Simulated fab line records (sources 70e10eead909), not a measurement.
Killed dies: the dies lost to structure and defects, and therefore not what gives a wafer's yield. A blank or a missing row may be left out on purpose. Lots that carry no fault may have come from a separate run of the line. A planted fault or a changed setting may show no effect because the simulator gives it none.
Comparing a struck lot with a sound one / flow nandHarc / 40 steps out of a route of 1159
Sound: these wafers, L933.2, L933.4, L933.6. Struck: wafers L938.1, L938.4, L938.5. At the end, the cause is stated.
Each step with rows lists, per side, the tool, then ch with its chambers, then its first start. Under that, the readings that differ: sound wafers / struck wafers / difference of the means / sigmas: that difference in standard deviations of wafers without a fault.
alike: words and numbers the same on both sides, and readings whose means are apart by under 2 such deviations; not compared: readings that were withheld, readings missing a value for some wafer, numbers with overlapping values and no deviation given by the record, and bounds like >300 which may hide the same value.
Wherever a step has rows on one side only, a row that says differs or no value, or a row with sigmas, the two part there. When numbers do not overlap yet have no deviation, they are printed without sigmas and do not part them. Lack of a reading on every wafer of one side parts them only where that side has two or more wafers.

first, 2 steps without rows for these wafers: NHARC_A_BLC_DESCUM_15 (chemistry O2, time 3 s); NHARC_A_BLC_ETCH_16 (etches the open film in CF4, target depth 39 nm, time 65 s).
NHARC_A_BLC_ETCH_17: etches the open film in N2/H2, target depth 390 nm, time 609.38 s.
  sound on rieDiel-02 ch 0,2; struck on rieDiel-02 ch 1,2,3
  alike: drypumpMotorCurrentA, n2FlowSccm, oesProductAu, rfVppV, showerheadPlenumPTorr, throttleValvePct
  not compared: rfHoursCounterH
then, 1 step without rows for these wafers: NHARC_A_BLC_ETCH_18 (etches the open film in C4F8/O2/Ar, target depth 910 nm).
NHARC_A_BLC_CD_MEAS_19:
  sound: cdSem-02 at day 19 12:26; struck: cdSem-01 at day 20 05:58
  alike: cdNm
NHARC_A_BLC_STRIP_29: strips in CF4.
  sound on rieDiel-02 ch 1,2,3, day 19 12:31; struck on rieDiel-02 ch 1,2, day 20 06:02
reading=throttleValvePct (%); sound=13.269 13.280 13.267; struck=13.301 13.305 13.300; difference=+0.030; sigmas=+3
  alike: drypumpMotorCurrentA, oesProductAu, rfVppV, showerheadPlenumPTorr
  not compared: rfHoursCounterH
then, 4 steps without rows for these wafers: NHARC_A_BLC_STRIP_21 (strips in O2); NHARC_A_BLC_STRIP_22 (strips in post etch residue remover, time 600 s); NHARC_A_BLC_DEGAS_30 (time 60 s); NHARC_A_BLC_PRE_CLEAN_31 (time 15 s).
NHARC_A_BLC_PVD_32: deposits Ti, target thk 5 nm, time 17.7 s.
  sound on pvdSputter-02; struck on pvdSputter-01
  alike: chamberPressurePa, throttleValvePct
then, 1 step without rows for these wafers: NHARC_A_BLC_ALD_23 (deposits TiN, target thk 3 nm, pulse time 1 s, ald cycles 150).
NHARC_A_BLC_CVD_24: deposits W, target thk 150 nm, time 434 s.
  sound on cvdW-01 ch 1, day 19 13:40; struck on cvdW-02 ch 1, day 20 12:42
  alike: heaterPowerW, throttleValvePct
  not compared: sinceWetCleanH
then, 12 steps without rows for these wafers: NHARC_A_BLC_CMP_25 (polishes, t overpolish 30 s, target thk 150 nm); NHARC_A_BLC_SRD_27; NHARC_A_M0_DEP_00 (deposits SiOC, target thk 150 nm); NHARC_A_M0_DEHYDRATE_01 (time 120 s); NHARC_A_M0_HMDS_02 (time 30 s); NHARC_A_M0_COAT_33 (time 65 s); NHARC_A_M0_COAT_03 (resist thk 90 nm); NHARC_A_M0_SOFTBAKE_04 (time 55 s); NHARC_A_M0_EBR_05; NHARC_A_M0_EXPOSE_06 (exposes mask A M0, target cd 80 nm); NHARC_A_M0_PEB_07 (peb time 65 s); NHARC_A_M0_DEVELOP_08 (develop time 35 s).
NHARC_A_M0_CD_MEAS_09: the cd target is 80 nm.
  sound on cdSem-02 ch 0, day 19 15:59; struck on cdSem-01 ch 0, day 20 14:28
  alike: cdNm
NHARC_A_M0_OVL_MEAS_10: pitch 160 nm.
  sound: overlay-02 at day 19 16:04; struck: overlay-02 at day 20 14:33
  alike: overlayXNm, overlayYNm
then, 3 steps without rows for these wafers: NHARC_A_M0_DESCUM_14 (chemistry O2, time 3 s); NHARC_A_M0_ETCH_34 (etches the open film in N2/H2, target depth 40 nm, overetch 12 nm, time 43.94 s); NHARC_A_M0_ETCH_15 (etches the open film in C4F8/Ar, target depth 150 nm, overetch 15 nm, time 82.5 s).
NHARC_A_M0_CD_MEAS_16:
  sound: cdSem-02 at day 19 16:28; struck: cdSem-01 at day 20 14:58
  alike: cdNm
NHARC_A_M0_STRIP_18: strips in N2/H2.
  sound on rieDiel-10 ch 0,1,3, day 19 16:32; struck on rieDiel-10 ch 0,2,3, day 20 15:05
  alike: drypumpMotorCurrentA, n2FlowSccm, oesProductAu, rfVppV, showerheadPlenumPTorr, throttleValvePct
  not compared: rfHoursCounterH
then, 6 steps without rows for these wafers: NHARC_A_M0_STRIP_19 (strips in post etch residue remover, time 600 s); NHARC_A_M0_DEGAS_28 (time 60 s); NHARC_A_M0_PRE_CLEAN_29 (time 30 s); NHARC_A_M0_PVD_20 (deposits TaN, target thk 5 nm, time 8.06 s); NHARC_A_M0_PVD_21 (deposits Cu, target thk 30 nm, time 20.49 s); NHARC_A_M0_ECD_22 (material Cu, target thk 400 nm).
NHARC_A_M0_ANNEAL_30: time 90 s.
  sound on rtpAnneal-01 ch 0, day 19 18:10; struck on rtpAnneal-01 ch 0, day 20 16:19
  alike: wafer_temp_C_max
NHARC_END_SORT_01:
  only the struck wafers appear in the record here, on prober-02 ch 0 at day 22 07:27; the sound ones have no rows

WHERE THEY PART
At NHARC_A_BLC_STRIP_29 first; at NHARC_END_SORT_01 last (within this record only).

WHY: whatever the simulator had introduced
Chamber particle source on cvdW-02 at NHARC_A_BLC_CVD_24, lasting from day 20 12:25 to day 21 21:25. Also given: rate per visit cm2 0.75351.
